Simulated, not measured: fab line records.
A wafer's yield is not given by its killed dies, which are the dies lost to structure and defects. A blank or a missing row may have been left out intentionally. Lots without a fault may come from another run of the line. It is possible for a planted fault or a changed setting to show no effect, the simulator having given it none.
Split-lot experiment || flow n5Finfet || 7 lots, 21 wafers read, on a route of 1938 steps

== THE SPLIT ITSELF ==
At N5_FIN_SAQP_PECVD_06 (deposits a-Si from SiH4/He, target thk 60 nm, time 48.1 s), the setting timeS was moved away from the recipe's 48.1 s on 5 of the 21 wafers read, by -9.4% to +8.4%. This setting was run at the recipe's value on the other wafers.

== FROM THE SPLIT TO THE READING: what the file shows between them, 9 steps ==
- N5_FIN_SAQP_THK_MEAS_07
- N5_FIN_SAQP_EXPOSE_13: exposes mask FIN CORE, target cd 35.6 nm (also split here: doseMj)
- N5_FIN_SAQP_PEB_14: peb time 60 s
- N5_FIN_SAQP_DEVELOP_15: develop time 30 s
- N5_FIN_SAQP_CD_MEAS_16: target cd 35.6 nm
- N5_FIN_SAQP_HM_OPEN_73: chemistry CHF3/O2, target SiO2, stops on a-Si, target depth 12 nm, time 16.8 s
- N5_FIN_SAQP_STRIP_74: strips in CHF3/O2
- N5_FIN_SAQP_MANDREL_ETCH_22: etches a-Si in HBr/Cl2, stops on SiNx, target depth 60 nm, bt time 10 s, time 30 s
- N5_FIN_SAQP_SPACER1_ALD_24: deposits SiO2, target thk 20.3 nm, pulse time 1 s, purge time 2 s (also split here: aldCycles)

== THE READING ==
a-Si_of_FIN_SAQP_PECVD_06.thkNm (the simulator's own value, which no gauge read), in nm, at N5_FIN_SAQP_SPACER1_ETCHBACK_25 (etches SiO2 in CHF3/O2, target depth 24.4 nm, time 12.2 s). No usual value for it is given in the file. Here, 16 wafers ran the recipe; their average is 59.3 nm with a standard deviation of 0.7 nm.

{"wafer": "L079.2", "tool, chamber at the split": "pecvd-02, 1", "timeS as run, s": 48.1, "against the recipe": "recipe", "a-Si_of_FIN_SAQP_PECVD_06.thkNm, nm": 59.2, "against lot-mates on the recipe": "-"}
{"wafer": "L079.5", "tool, chamber at the split": "pecvd-02, 0", "timeS as run, s": 48.1, "against the recipe": "recipe", "a-Si_of_FIN_SAQP_PECVD_06.thkNm, nm": 59.2, "against lot-mates on the recipe": "-"}
{"wafer": "L079.4", "tool, chamber at the split": "pecvd-02, 1", "timeS as run, s": 48.1, "against the recipe": "recipe", "a-Si_of_FIN_SAQP_PECVD_06.thkNm, nm": 59.8, "against lot-mates on the recipe": "-"}
{"wafer": "L081.3", "tool, chamber at the split": "pecvd-03, 0", "timeS as run, s": 52.14, "against the recipe": "+8.4%", "a-Si_of_FIN_SAQP_PECVD_06.thkNm, nm": 64.4, "against lot-mates on the recipe": "+5.0"}
{"wafer": "L081.4", "tool, chamber at the split": "pecvd-03, 2", "timeS as run, s": 48.1, "against the recipe": "recipe", "a-Si_of_FIN_SAQP_PECVD_06.thkNm, nm": 58.8, "against lot-mates on the recipe": "-"}
{"wafer": "L081.5", "tool, chamber at the split": "pecvd-03, 0", "timeS as run, s": 48.1, "against the recipe": "recipe", "a-Si_of_FIN_SAQP_PECVD_06.thkNm, nm": 60, "against lot-mates on the recipe": "-"}
{"wafer": "L082.1", "tool, chamber at the split": "pecvd-02, 2", "timeS as run, s": 50.25, "against the recipe": "+4.5%", "a-Si_of_FIN_SAQP_PECVD_06.thkNm, nm": 62, "against lot-mates on the recipe": "+2.1"}
{"wafer": "L082.4", "tool, chamber at the split": "pecvd-02, 0", "timeS as run, s": 48.1, "against the recipe": "recipe", "a-Si_of_FIN_SAQP_PECVD_06.thkNm, nm": 59.4, "against lot-mates on the recipe": "-"}
{"wafer": "L082.5", "tool, chamber at the split": "pecvd-02, 2", "timeS as run, s": 48.1, "against the recipe": "recipe", "a-Si_of_FIN_SAQP_PECVD_06.thkNm, nm": 60.4, "against lot-mates on the recipe": "-"}
{"wafer": "L083.1", "tool, chamber at the split": "pecvd-02, 0", "timeS as run, s": 48.1, "against the recipe": "recipe", "a-Si_of_FIN_SAQP_PECVD_06.thkNm, nm": 58.8, "against lot-mates on the recipe": "-"}
{"wafer": "L083.3", "tool, chamber at the split": "pecvd-02, 1", "timeS as run, s": 48.1, "against the recipe": "recipe", "a-Si_of_FIN_SAQP_PECVD_06.thkNm, nm": 58.8, "against lot-mates on the recipe": "-"}
{"wafer": "L083.5", "tool, chamber at the split": "pecvd-02, 0", "timeS as run, s": 48.1, "against the recipe": "recipe", "a-Si_of_FIN_SAQP_PECVD_06.thkNm, nm": 59.6, "against lot-mates on the recipe": "-"}
{"wafer": "L088.2", "tool, chamber at the split": "pecvd-03, 0", "timeS as run, s": 48.1, "against the recipe": "recipe", "a-Si_of_FIN_SAQP_PECVD_06.thkNm, nm": 58.8, "against lot-mates on the recipe": "-"}
{"wafer": "L088.6", "tool, chamber at the split": "pecvd-03, 2", "timeS as run, s": 48.1, "against the recipe": "recipe", "a-Si_of_FIN_SAQP_PECVD_06.thkNm, nm": 58.8, "against lot-mates on the recipe": "-"}
{"wafer": "L088.3", "tool, chamber at the split": "pecvd-03, 2", "timeS as run, s": 48.1, "against the recipe": "recipe", "a-Si_of_FIN_SAQP_PECVD_06.thkNm, nm": 57.6, "against lot-mates on the recipe": "-"}
{"wafer": "L089.4", "tool, chamber at the split": "pecvd-02, 1", "timeS as run, s": 48.1, "against the recipe": "recipe", "a-Si_of_FIN_SAQP_PECVD_06.thkNm, nm": 59.6, "against lot-mates on the recipe": "-"}
{"wafer": "L089.5", "tool, chamber at the split": "pecvd-02, 2", "timeS as run, s": 46.18, "against the recipe": "-4.0%", "a-Si_of_FIN_SAQP_PECVD_06.thkNm, nm": 57.6, "against lot-mates on the recipe": -2.4}
{"wafer": "L089.6", "tool, chamber at the split": "pecvd-02, 0", "timeS as run, s": 48.1, "against the recipe": "recipe", "a-Si_of_FIN_SAQP_PECVD_06.thkNm, nm": 60.4, "against lot-mates on the recipe": "-"}
{"wafer": "L091.3", "tool, chamber at the split": "pecvd-01, 0", "timeS as run, s": 43.56, "against the recipe": "-9.4%", "a-Si_of_FIN_SAQP_PECVD_06.thkNm, nm": 52.4, "against lot-mates on the recipe": -7.4}
{"wafer": "L091.4", "tool, chamber at the split": "pecvd-01, 2", "timeS as run, s": 43.56, "against the recipe": "-9.4%", "a-Si_of_FIN_SAQP_PECVD_06.thkNm, nm": 54.4, "against lot-mates on the recipe": -5.4}
{"wafer": "L091.6", "tool, chamber at the split": "pecvd-01, 1", "timeS as run, s": 48.1, "against the recipe": "recipe", "a-Si_of_FIN_SAQP_PECVD_06.thkNm, nm": 59.8, "against lot-mates on the recipe": "-"}

THE FIT
A straight line over all 21 wafers: a-Si_of_FIN_SAQP_PECVD_06.thkNm changes by +0.609 nm for each +1% of timeS; r = +0.95; the points scatter about the line by 0.74 nm.
The same after taking each lot's own level away (the mean of its wafers on the recipe; 21 wafers): +0.636 nm for each +1%; r = +0.97; scatter 0.56 nm.
That fit puts the effect of the largest move of timeS on the reading at 6 nm.
Across the lots, their own levels run from 58.40 to 60.00 nm, a range of 2.3 times the standard deviation given above.
The two slopes agree, so the slope changes little with the lot-to-lot level.
Check: -5.42 nm against its lot-mates is what the line predicts for one of the wafers moved furthest among these (-9.4%) when that wafer is left out of the fit. It came out at -7.4 nm against them.

== THESE WAFERS: OTHER SPLITS ==
Other splits were also applied to these wafers ahead of the reading. Each is held against what the fit with the lots' levels taken away leaves over:
{"other split on the same wafers": "N5_FIN_SAQP_EXPOSE_13 doseMj", "wafers away from the commonest value": 7, "r with a-Si_of_FIN_SAQP_PECVD_06.thkNm (lot level and that fit taken away)": "+0.03"}
{"other split on the same wafers": "N5_FIN_SAQP_SPACER1_ALD_24 aldCycles", "wafers away from the commonest value": 7, "r with a-Si_of_FIN_SAQP_PECVD_06.thkNm (lot level and that fit taken away)": "+0.22"}

== THE WHOLE CHAIN: every reading that the file lists as answering this split, in the file's order ==
{"step": "N5_FIN_SAQP_PECVD_06", "what it does": "deposits a-Si from SiH4/He, target thk 60 nm, time 48.1 s", "reading": "a-Si_of_FIN_SAQP_PECVD_06.thkNm (the simulator's own value, which no gauge read)", "change (the file's fit)": "+0.612 nm for each +1% of the setting", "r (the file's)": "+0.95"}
{"step": "N5_FIN_SAQP_THK_MEAS_07", "what it does": "", "reading": "thkNm", "change (the file's fit)": "withheld for each +1% of the setting", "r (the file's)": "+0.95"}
{"step": "N5_FIN_SAQP_MANDREL_ETCH_22", "what it does": "etches a-Si in HBr/Cl2, stops on SiNx, target depth 60 nm, bt time 10 s, time 30 s", "reading": "etch.depthNm (the simulator's own value, which no gauge read)", "change (the file's fit)": "+0.614 nm for each +1% of the setting", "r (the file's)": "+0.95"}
{"step": "N5_FIN_SAQP_SPACER1_ETCHBACK_25", "what it does": "etches SiO2 in CHF3/O2, target depth 24.4 nm, time 12.2 s", "reading": "a-Si_of_FIN_SAQP_PECVD_06.thkNm (the simulator's own value, which no gauge read)", "change (the file's fit)": "+0.621 nm for each +1% of the setting", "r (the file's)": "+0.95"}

== FILE'S OWN FIT ==
a-Si_of_FIN_SAQP_PECVD_06.thkNm changes by +0.621 nm for each +1% of timeS, r = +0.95.
